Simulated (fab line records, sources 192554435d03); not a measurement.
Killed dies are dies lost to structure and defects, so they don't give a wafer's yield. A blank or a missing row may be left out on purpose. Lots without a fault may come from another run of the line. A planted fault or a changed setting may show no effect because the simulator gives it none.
Chamber matching | flow n5_finfet | N5_PASSIVATION_DESCUM_46 on rie_diel-01: 4 sister chambers
The step chemistry O2, time 7.9 s. 4 wafers are shown with their chamber, then 7 later ones without.

WAFERS WITH THEIR CHAMBER
wafer  | chamber | drypump_motor_current_A (A)
L085.1 | 2       | 5.8
L085.4 | 0       | 5.1
L089.2 | 3       | 5.6
L089.4 | 1       | 5.6

WAFERS WITHOUT THEIR CHAMBER
wafer  | drypump_motor_current_A (A)
L089.6 | 5.6
L095.1 | 5.1
L095.4 | 5.6
L095.5 | 5.8
L096.1 | 5.8
L096.2 | 5.2
L096.3 | 5.5

WHICH CHAMBER EACH WENT THROUGH
wafer  | from the rows above     | in truth
L089.6 | can't be placed: 1 or 3 | 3
L095.1 | 0                       | 0
L095.4 | can't be placed: 1 or 3 | 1
L095.5 | 2                       | 2
L096.1 | 2                       | 2
L096.2 | 0                       | 0
L096.3 | can't be placed: 1 or 3 | 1
Placed correctly: 4 of 7. Can't be placed from these rows: 3 (the true chamber is among the candidates in 3). Placed wrongly: 0.
How it was worked out, from the rows above alone: a wafer's distance from a chamber is the root of the sum, over the readings, of the square of ((its reading less the chamber's mean) divided by the reading's scatter). The wafer belongs to the nearest chamber; if the next one is less than 2 further off, it can't be placed. A chamber's mean is the mean of its shown wafers. The scatter: with one shown wafer a chamber, the root of the mean of the squares of how far each hidden wafer lies from its nearest shown one.
